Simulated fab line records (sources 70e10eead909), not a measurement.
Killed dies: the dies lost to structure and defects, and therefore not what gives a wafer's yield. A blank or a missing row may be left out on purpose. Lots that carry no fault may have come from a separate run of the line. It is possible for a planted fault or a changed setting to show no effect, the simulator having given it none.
Matching of chambers :: flow nand-harc :: NHARC_A_STAIRCASE_DEP_325 on pecvd-02: 3 sister chambers
The step deposits SiO2, target thk 3800 nm. 6 wafers are shown with their chamber, then 8 later ones without.

WAFERS, EACH WITH ITS CHAMBER
wafer: L081.2
chamber: 0
heater-power-w (W): 712
heater-power-outer-w (W): 379

wafer: L084.1
chamber: 1
heater-power-w (W): 723
heater-power-outer-w (W): 448

wafer: L084.6
chamber: 1
heater-power-w (W): 593
heater-power-outer-w (W): 353

wafer: L085.4
chamber: 0
heater-power-w (W): 670
heater-power-outer-w (W): 349

wafer: L085.5
chamber: 2
heater-power-w (W): 730
heater-power-outer-w (W): 396

wafer: L091.1
chamber: 2
heater-power-w (W): 901
heater-power-outer-w (W): 530

WAFERS WHOSE CHAMBER IS MISSING
wafer: L091.4
heater-power-w (W): 658
heater-power-outer-w (W): 346

wafer: L091.6
heater-power-w (W): 585
heater-power-outer-w (W): 364

wafer: L094.1
heater-power-w (W): 703
heater-power-outer-w (W): 357

wafer: L094.4
heater-power-w (W): 589
heater-power-outer-w (W): 356

wafer: L094.6
heater-power-w (W): 663
heater-power-outer-w (W): 347

wafer: L095.1
heater-power-w (W): 696
heater-power-outer-w (W): 438

wafer: L095.3
heater-power-w (W): 808
heater-power-outer-w (W): 446

wafer: L095.6
heater-power-w (W): 591
heater-power-outer-w (W): 351

WHICH CHAMBER EACH WENT THROUGH
wafer: L091.4
from the rows above: can't be placed: 0 or 1
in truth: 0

wafer: L091.6
from the rows above: can't be placed: 1 or 0 or 2
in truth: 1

wafer: L094.1
from the rows above: can't be placed: 0 or 1 or 2
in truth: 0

wafer: L094.4
from the rows above: can't be placed: 1 or 0 or 2
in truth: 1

wafer: L094.6
from the rows above: can't be placed: 0 or 1
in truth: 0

wafer: L095.1
from the rows above: can't be placed: 1 or 0 or 2
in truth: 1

wafer: L095.3
from the rows above: can't be placed: 2 or 0 or 1
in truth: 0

wafer: L095.6
from the rows above: can't be placed: 1 or 0 or 2
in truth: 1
Placed correctly: 0 of 8. Cannot be placed on the basis of these rows: 8; the candidates contain the true chamber in 8. 0 placed wrongly.
How it was worked out, from the rows above alone: a wafer's distance from a chamber is the root of the sum, over the readings, of the square of ((its reading less the chamber's mean) divided by the reading's scatter). The wafer belongs to the nearest chamber; if the next one is less than 2 further off, it can't be placed. The mean given for a chamber averages the wafers shown for that chamber. The scatter: take each reading less its chamber's mean, square it, sum over the shown wafers, divide by the number of wafers less the number of chambers, and take the root.
